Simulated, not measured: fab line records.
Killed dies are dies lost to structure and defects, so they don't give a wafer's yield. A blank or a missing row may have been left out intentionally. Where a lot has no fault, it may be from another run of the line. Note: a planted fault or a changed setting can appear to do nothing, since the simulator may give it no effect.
Chamber matching :: flow nand-harc :: NHARC_A_M0_DEP_32 on pecvd-02: 3 sister chambers
The step deposits SiCN, target thk 30 nm. 3 wafers are shown with their chamber, then 7 later ones without.

## WAFERS PAIRED WITH THEIR CHAMBERS
wafer: L090.5
chamber: 0
heater-power-w (W): 582

wafer: L088.1
chamber: 2
heater-power-w (W): 479

wafer: L088.2
chamber: 1
heater-power-w (W): 586

## WAFERS WHOSE CHAMBER IS MISSING
wafer: L088.5
heater-power-w (W): 583

wafer: L094.1
heater-power-w (W): 496

wafer: L094.2
heater-power-w (W): 541

wafer: L094.3
heater-power-w (W): 571

wafer: L094.4
heater-power-w (W): 562

wafer: L094.5
heater-power-w (W): 574

wafer: L094.6
heater-power-w (W): 483

## CHAMBER TAKEN BY EACH
wafer: L088.5
from the rows above: can't be placed: 0 or 1
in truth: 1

wafer: L094.1
from the rows above: 2
in truth: 2

wafer: L094.2
from the rows above: can't be placed: 0 or 1 or 2
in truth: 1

wafer: L094.3
from the rows above: can't be placed: 0 or 1
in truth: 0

wafer: L094.4
from the rows above: can't be placed: 0 or 1
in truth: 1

wafer: L094.5
from the rows above: can't be placed: 0 or 1
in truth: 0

wafer: L094.6
from the rows above: 2
in truth: 2
2 of 7 placed correctly. Can't be placed from these rows: 5 (the true chamber is among the candidates in 5). Wrongly placed: 0.
How it was worked out, from the rows above alone: a wafer's distance from a chamber is the root of the sum, over the readings, of the square of ((its reading less the chamber's mean) divided by the reading's scatter). If the next closest chamber is less than 2 further off than the closest, the wafer can't be placed; otherwise it belongs to the closest. The mean given for a chamber averages the wafers shown for that chamber. The scatter: with one shown wafer a chamber, the root of the mean of the squares of how far each hidden wafer lies from its nearest shown one.
